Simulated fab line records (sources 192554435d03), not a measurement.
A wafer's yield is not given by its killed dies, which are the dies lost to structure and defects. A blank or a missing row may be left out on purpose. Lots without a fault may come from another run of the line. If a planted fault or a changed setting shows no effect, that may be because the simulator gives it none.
fab line records + flow n5Finfet
[record]
- lots = 4
- wafers = 12
- lastDay = 18
route steps=1938 shown FIN_SAQP@146 FIN_CUT@154 BEOL_M4@1111 PASSIVATION@1936
lots that met no fault: taken from a fault-free run of the same line
startH: the number of hours between the record's first day and the start of the first shown wafer of the lot + waitH: time in hours since the lot's previous step + " same as the row above + L1.1+2: a row that stands for several wafers + - no value present, or no start provided + * or withheld: withheld + < > ~ a bound
route shown NAME@n: names a module that has steps shown in the file, with the first one's number in the route + usual: mean/standard deviation taken from wafers without a fault + same: alike in all rows + chamber/n: place in a boat + sites: readings site by site + _std_site: the values' standard deviation + _edge_site: the outer-site mean with the inner-site mean subtracted + radiusMm: for every site, how far away it sits from the centre of the wafer + mask NAME#n: copy n + behind: tool/chamber where the wafer was last shaped + hold: what put the lot on hold/how long, in hours/how the hold closed + device: names the non-switching transistor (n, p or np) + end of line: the tests these same wafers got at the end of their route + a step given without rows: its recipe and nothing more + killed: the dies lost at the first sort to structure and to defects; this is not the yield of the wafer + map: shows each die of a wafer: x if killed, . if not, _ if none is there
set.NAME: setting as actually run; set.NAME@STEP: the setting as run at that earlier step + model.NAME: the simulator's own value behind a step, which no gauge read
lots at some steps of the route; a table a step, a row a wafer
services: the hour from which a tool's chamber was out of use, counted from the record's first day as startH (under 0 if before that day), plus the number of hours and why
[[steps]]
[step N5_FIN_SAQP_ETCH_64]
[recipe]
- chemistry = CF4
- target = SiO2
- targetDepthA = 15
- ionEnergyEv = 350
- pressureMtorr = 10
- icpW = 800
- biasW = 400
- cf4FlowSccm = 80
[step N5_FIN_SAQP_FIN_ETCH_36]
[recipe]
- chemistry = HBr/Cl2/O2
- targetDepthA = 1200
- maskMaterial = SiNx
- timeS = 50.4
- biasW = 102
- pressureMtorr = 10
- icpW = 800
- HBr_flow_sccm = 150
- Cl2_flow_sccm = 80
- O2_flow_sccm = 12
[step N5_FIN_SAQP_PRECLEAN_38]
[recipe]
- chemistry = O3/DIW
- timeS = 45
- tempC = 22
- o3Ppm = 10
[step N5_FIN_SAQP_PRECLEAN_45]
[recipe]
- chemistry = dHF
- timeS = 10
- dilution = 500:1
- tempC = 25
[step N5_FIN_SAQP_SRD_39]
[recipe]
- dry = ipaMarangoni
- timeS = 30
- tempC = 23
- rinseLiquid = diw
[step N5_FIN_CUT_COAT_18]
[recipe]
- resist = SOC
- tempC = 250
- timeS = 60
- spinRpm = 1500
- resistThkNm = 230
[step N5_FIN_CUT_COAT_19]
[recipe]
- resist = SiARC
- tempC = 220
- timeS = 60
- spinRpm = 1500
- resistThkNm = 20
[step N5_FIN_CUT_COAT_29]
[recipe]
- resist = underlayer
- tempC = 205
- timeS = 60
- spinRpm = 1500
- resistThkNm = 10
[step N5_FIN_CUT_COAT_02]
[recipe]
- resist = CAR-EUV
- spinRpm = 1500
- resistThkNm = 30
[usual]
- spinSpeedRpm = 1500.1/1.2
| lot.wafer | tool          | chamber | startH | waitH | spinSpeedRpm | model.CAR-EUV_of_FIN_CUT_COAT_02.thkNm |
|-----------|---------------|---------|--------|-------|--------------|----------------------------------------|
| L666.2    | lithoTrack-05 | 0       | 39.31  | -     | 1502.2       | 30                                     |
| L666.3    | "             | 0       | "      | "     | 1499.3       | 30                                     |
| L666.4    | "             | 0       | "      | "     | 1502.6       | 30                                     |
| L669.1    | lithoTrack-05 | 0       | 56.50  | -     | 1359.9       | 31.6                                   |
| L669.2    | "             | 0       | "      | "     | 1358.2       | 31.6                                   |
| L669.5    | "             | 0       | "      | "     | 1360.1       | 31.6                                   |
| L670.3    | lithoTrack-05 | 0       | 62.78  | -     | 1357.9       | 31.4                                   |
| L670.4    | "             | 0       | "      | "     | 1359.5       | 31.6                                   |
| L670.5    | "             | 0       | "      | "     | 1357.2       | 31.6                                   |
| L682.2    | lithoTrack-04 | 0       | 134.23 | -     | 1499.5       | 30                                     |
| L682.4    | "             | 0       | "      | "     | 1499.2       | 29.8                                   |
| L682.6    | "             | 0       | "      | "     | 1499.2       | 29.8                                   |
[step N5_FIN_CUT_EBR_04]
[recipe]
- solvent = PGMEA
- ebrWidthMm = 1.5
[step N5_FIN_CUT_SOFTBAKE_03]
[recipe]
- tempC = 110
- timeS = 60
- resist = CAR-EUV
[step N5_FIN_CUT_EXPOSE_05]
[recipe]
- maskId = FIN_CUT
- na = 0.33
- sourceShape = annular
- sigmaInner = 0.35
- sigmaOuter = 0.8
- polarization = unpolarized
- doseMj = 45.75
[step N5_FIN_CUT_PEB_06]
[recipe]
- pebTempC = 100
- pebTimeS = 60
- resist = CAR-EUV
[step N5_FIN_CUT_DEVELOP_07]
[recipe]
- developTimeS = 30
- developer = TMAH
- resist = CAR-EUV
- rinseLiquid = surfactantRinse
- dry = airSpin
- devTempC = 23
[step N5_FIN_CUT_DESCUM_13]
[recipe]
- chemistry = O2
- timeS = 7
- sourcePowerW = 50
- biasPowerW = 20
- pressureMtorr = 20
- rfFrequencyHz = 2.712e+07
- tempC = 40
- resist = CAR-EUV
- o2FlowSccm = 225
[step N5_FIN_CUT_ETCH_30]
[recipe]
- chemistry = N2/H2
- target = underlayer
- targetDepthA = 130
- maskMaterial = CAR-EUV
- timeS = 10.4
- ionEnergyEv = 200
- pressureMtorr = 30
- sourceW = 840
- biasW = 150
- n2FlowSccm = 200
- h2FlowSccm = 200
- ends = cleared
[usual]
- chamberPressureMTorr = 29.995/0.028
- drypumpMotorCurrentA = 5.5/0.3
- etchRfOnTimeS = 10.35/0.19
- oesProductAu = 0.67/0.067
- rfVppV = 523.7/2.6
- showerheadPlenumPTorr = 2.54/0.09
- throttleValvePct = 17.83/0.27
| lot.wafer | tool       | chamber | startH | waitH | chamberPressureMTorr | drypumpMotorCurrentA | etchRfOnTimeS | oesProductAu | rfHoursCounterH | rfVppV | showerheadPlenumPTorr | throttleValvePct | model.CAR-EUV_of_FIN_CUT_COAT_02.thkNm |
|-----------|------------|---------|--------|-------|----------------------|----------------------|---------------|--------------|-----------------|--------|-----------------------|------------------|----------------------------------------|
| L666.2    | rieDiel-06 | 0       | 39.73  | 0.0   | 30.000               | 5.5                  | 10.05         | 0.83         | 8               | 525.1  | 2.60                  | 17.42            | 14.6                                   |
| L666.3    | "          | 2       | "      | "     | 30.030               | 6.0                  | 10.16         | 0.72         | 64              | 528.9  | 2.70                  | 17.71            | 14.6                                   |
| L666.4    | "          | 3       | "      | "     | 30.046               | 5.1                  | 10.42         | 0.64         | 168             | 520.9  | 2.43                  | 17.87            | 14.6                                   |
| L669.1    | rieDiel-06 | 3       | 56.92  | 0.0   | 29.965               | 5.0                  | 10.34         | 0.65         | 173             | 519.7  | 2.43                  | 17.88            | 16.2                                   |
| L669.2    | "          | 1       | "      | "     | 29.938               | 6.0                  | 10.40         | 0.57         | 244             | 525.3  | 2.61                  | 17.98            | 16.2                                   |
| L669.5    | "          | 1       | "      | "     | 29.981               | 6.0                  | 10.40         | 0.57         | -               | 526.1  | 2.61                  | 17.98            | 16.2                                   |
| L670.3    | rieDiel-03 | 0       | 63.40  | 0.0   | 29.997               | 5.6                  | 10.56         | 0.64         | 171             | 524.5  | 2.53                  | 17.56            | 16                                     |
| L670.4    | "          | 3       | "      | "     | 29.998               | 5.7                  | 10.55         | 0.62         | 189             | 522.2  | 2.53                  | 18.11            | 16.2                                   |
| L670.5    | "          | 1       | "      | "     | 30.014               | 5.2                  | 10.39         | 0.69         | -               | 518.8  | 2.35                  | 17.45            | 16.2                                   |
| L682.2    | rieDiel-03 | 1       | 134.65 | 0.0   | 29.997               | 5.2                  | 10.56         | 0.67         | 122             | 518.5  | 2.34                  | 17.47            | 14.6                                   |
| L682.4    | "          | 2       | "      | "     | 29.975               | 5.3                  | 10.62         | 0.64         | -               | 524.0  | 2.54                  | 18.32            | 14.4                                   |
| L682.6    | "          | 3       | "      | "     | 29.993               | 5.7                  | 10.56         | 0.60         | -               | 524.0  | 2.52                  | 18.17            | 14.4                                   |
[step N5_FIN_CUT_ETCH_20]
[recipe]
- chemistry = CF4
- target = SiARC
- targetDepthA = 260
- maskMaterial = CAR-EUV
- timeS = 43.3
- ionEnergyEv = 80
- pressureMtorr = 40
- sourceW = 545
- biasW = 36
- Ar_flow_sccm = 100
- cf4FlowSccm = 100
- ends = cleared
[step N5_BEOL_M4_RC_MEAS_101]
[usual]
- DIBL_N = 35.9/1.3
- DIBL_P = 35.9/1.5
- IOFF_N = 0.152/0.023
- IOFF_P = 0.204/0.027
- ION_N = 673/9.2
- ION_P = 462/6.7
- SS_N = 71.4/0.48
- SS_P = 73.2/0.55
- VT_N = 250.3/2.6
- VT_P = -250.6/3
| lot.wafer | tool      | chamber | startH | waitH | DIBL_N[mV/V] | DIBL_P[mV/V] | IOFF_N[nA/um] | IOFF_P[nA/um] | ION_N[uA/um] | ION_P[uA/um] | SS_N[mV/dec] | SS_P[mV/dec] | VT_N[mV] | VT_P[mV] |
|-----------|-----------|---------|--------|-------|--------------|--------------|---------------|---------------|--------------|--------------|--------------|--------------|----------|----------|
| L666.2    | prober-02 | 0       | 188.53 | 0.2   | 35.0         | 36.3         | 0.157         | 0.219         | 679          | 465          | 71.6         | 73.4         | 252.0    | -250.1   |
| L666.3    | "         | 0       | "      | "     | 36.1         | 37.1         | 0.171         | 0.237         | 681          | 474          | 72.2         | 73.2         | 247.4    | -248.6   |
| L666.4    | "         | 0       | "      | "     | 36.8         | 38.3         | 0.189         | 0.255         | 680          | 469          | 72.4         | 73.5         | 245.9    | -247.0   |
| L669.1    | prober-01 | 0       | 208.44 | 0.0   | 33.9         | 33.4         | 0.111         | 0.167         | 667          | 465          | 70.2         | 72.2         | 252.3    | -254.0   |
| L669.2    | "         | 0       | "      | "     | 35.6         | 35.4         | 0.142         | 0.194         | 664          | 458          | 71.1         | 73.6         | 251.6    | -250.2   |
| L669.5    | "         | 0       | "      | "     | 36.7         | 37.1         | 0.156         | 0.220         | 678          | 470          | 71.8         | 73.6         | 248.0    | -251.2   |
| L670.3    | prober-02 | 0       | 231.18 | 0.3   | 35.4         | 34.6         | 0.131         | 0.205         | 656          | 458          | 71.9         | 73.1         | 250.6    | -250.5   |
| L670.4    | "         | 0       | "      | "     | 37.0         | 36.0         | 0.162         | 0.232         | 660          | 457          | 71.7         | 73.6         | 250.2    | -247.1   |
| L670.5    | "         | 0       | "      | "     | 37.2         | 36.7         | 0.159         | 0.238         | 677          | 466          | 71.5         | 73.3         | 252.4    | -249.9   |
| L682.2    | prober-02 | 0       | 302.38 | 0.2   | 35.0         | 37.0         | 0.149         | 0.214         | 677          | 462          | 71.4         | 72.4         | 249.3    | -249.2   |
| L682.4    | "         | 0       | "      | "     | 36.0         | 37.6         | 0.170         | 0.232         | 686          | 473          | 71.8         | 73.5         | 249.0    | -245.5   |
| L682.6    | "         | 0       | "      | "     | 35.0         | 36.6         | 0.145         | 0.206         | 670          | 468          | 72.1         | 73.3         | 251.0    | -251.0   |
[step N5_PASSIVATION_PROBE_49]
[usual]
- defectLimitedYield = 91.0/1.5
- killed_at_M0_to_M3 = 37/12
- killed_at_M4_up = 13/5
- killedAtContacts = 13/6.1
- killedAtFrontEnd = 39/11
- killedAtOther = 4/3.2
- killedDies = 106/17
- killedOpen = 69/12
- killedShort = 35/7.9
- sort_bin_5_function = 5.3/1
- sort_bin_6_memory = 3.3/0.68
- sortNPass = 1074/17
- sortYieldPct = 91.0/1.5
[same]
- grossDies = 1180
- killedAtBackSide = 0
- sort_bin_4_leakage[%] = 0
- sort_bin_8_speed[%] = 0
| lot.wafer | tool      | chamber | startH | waitH | defectLimitedYield[%] | killed_at_M0_to_M3 | killed_at_M4_up | killedAtContacts | killedAtFrontEnd | killedAtOther | killedDies | killedOpen | killedShort | sort_bin_5_function[%] | sort_bin_6_memory[%] | sortNPass | sortYieldPct[%] |
|-----------|-----------|---------|--------|-------|-----------------------|--------------------|-----------------|------------------|------------------|---------------|------------|------------|-------------|------------------------|----------------------|-----------|-----------------|
| L669.1    | prober-01 | -       | 307.37 | 0.0   | 91.3                  | 39                 | 13              | 10               | 31               | 10            | 103        | 65         | 32          | 5.7                    | 2.8                  | 1077      | 91.3            |
| L669.2    | prober-01 | -       | 307.42 | 0.1   | 92.3                  | 25                 | 12              | 13               | 29               | 12            | 91         | 58         | 27          | 5.1                    | 2.5                  | 1089      | 92.3            |
| L669.5    | prober-01 | -       | 307.57 | 0.2   | 93.6                  | 34                 | 7               | 7                | 23               | 5             | 76         | 50         | 25          | 3.4                    | 3.0                  | 1104      | 93.6            |
// killed by level:class
L669.1 STI_FIN_REVEAL:geometricParticle:open=11 BEOL_M0_SAQP:geometricParticle:open=10 MOL_CONTACT_COAG:geometricParticle:open=9 BEOL_M0_SAQP:geometricParticle:short=7 BEOL_M1:geometricParticle:open=6 GATE_CUT:geometricParticle:short=5 BEOL_M3:geometricParticle:open=4 BEOL_M4:geometricParticle:open=4
L669.2 MOL_CONTACT_COAG:geometricParticle:open=10 FIN_SAQP:geometricParticle:open=7 STI_FIN_REVEAL:geometricParticle:open=5 BEOL_M0_SAQP:geometricParticle:open=5 BEOL_M0_SAQP:geometricParticle:short=5 STARTING-WAFER:geometricParticle:open=5 BEOL_M4:geometricParticle:open=4 BEOL_M2:geometricParticle:open=4
L669.5 BEOL_M0_SAQP:geometricParticle:short=7 BEOL_M2:geometricParticle:open=6 MOL_CONTACT_COAG:geometricParticle:open=5 BEOL_M0_SAQP:geometricParticle:open=5 BEOL_M3:geometricParticle:open=5 FIN_SAQP:geometricParticle:open=4 STI_FIN_REVEAL:geometricParticle:open=4 GATE_CUT:geometricParticle:short=4
[[services]]
| tool       | chamber | startH | hours | kind                        |
|------------|---------|--------|-------|-----------------------------|
| rieDiel-06 | 1       | 71.11  | -     | clean                       |
| rieDiel-06 | 1       | 71.11  | -     | consumableReplace:focusRing |
| rieDiel-06 | 1       | 71.11  | 17.6  | scheduledDown               |
| rieDiel-06 | 1       | 71.11  | 17.6  | ventCycle                   |
| rieDiel-03 | 3       | 91.98  | 1.4   | repair                      |
| rieDiel-03 | -       | 110.52 | 4.3   | pm                          |
| rieDiel-03 | 0       | 122.22 | 3.0   | repair                      |
| rieDiel-03 | 0       | 125.87 | 9.6   | repair                      |
[[key]]
[firstSign]
- step = N5_FIN_CUT_COAT_02
- reading = spinSpeedRpm
- direction = down
- sigmas = 99+
- usual = *
- struck = *
effect none on later readings
[modelEffect]
- step = N5_FIN_CUT_COAT_02
- value = CAR-EUV_of_FIN_CUT_COAT_02.thkNm
- without = 30
- struck = 31.57
[modelEffect]
- step = N5_FIN_CUT_ETCH_30
- value = CAR-EUV_of_FIN_CUT_COAT_02.thkNm
- without = 14.57
- struck = 16.17
metAt N5_FIN_CUT_COAT_02
struckWafers L669.1,L669.2,L669.5,L670.3,L670.4,L670.5
onsetBetween 39.31 56.50
[fault]
- kind = processParameterDrift
- tool = lithoTrack-05
- chamber = -
- onsetH = 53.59
- steps = N5_FIN_CUT_COAT_02
- channel = spinRpm
- offset = *
- shape = step
- endH = 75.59
- actsIn = *
- stated = *
